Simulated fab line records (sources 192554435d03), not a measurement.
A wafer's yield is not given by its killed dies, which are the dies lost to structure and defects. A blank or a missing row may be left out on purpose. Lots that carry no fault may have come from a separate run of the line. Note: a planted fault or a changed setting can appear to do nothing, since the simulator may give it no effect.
Chamber matching | flow n5-finfet | N5_BEOL_M1_ALD_98 on ald-sin-02 has 4 sister chambers
The step deposits SiO2, target thk 2.5 nm, pulse time 1 s, co reactant pulse time 1 s. 4 wafers are shown with their chamber, then 11 later ones without.

== WAFERS WITH THEIR CHAMBER ==
wafer  | chamber | heater-power-w (W)
L083.4 | 3       | 88
L083.5 | 2       | 65
L083.6 | 1       | 75
L085.1 | 0       | 70

== WAFERS WITH NO CHAMBER GIVEN ==
wafer  | heater-power-w (W)
L085.4 | 65
L085.5 | 76
L090.1 | 74
L090.2 | 65
L090.3 | 69
L094.2 | 67
L094.3 | 77
L094.6 | 90
L095.2 | 90
L095.4 | 77
L095.5 | 88

== WHICH CHAMBER EACH WENT THROUGH ==
wafer  | from the rows above     | in truth
L085.4 | 2                       | 2
L085.5 | 1                       | 1
L090.1 | 1                       | 1
L090.2 | 2                       | 2
L090.3 | 0                       | 0
L094.2 | can't be placed: 2 or 0 | 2
L094.3 | 1                       | 1
L094.6 | 3                       | 3
L095.2 | 3                       | 3
L095.4 | 1                       | 1
L095.5 | 3                       | 3
10 of 11 placed correctly. Cannot be placed on the basis of these rows: 1; the candidates contain the true chamber in 1. Placed wrongly: 0.
How it was worked out, from the rows above alone: a wafer's distance from a chamber is the root of the sum, over the readings, of the square of ((its reading less the chamber's mean) divided by the reading's scatter). The wafer belongs to the nearest chamber; if the next one is less than 2 further off, it can't be placed. The mean given for a chamber averages the wafers shown for that chamber. The scatter: root of mean squared gap, hidden wafer to nearest shown wafer, with one shown wafer a chamber.
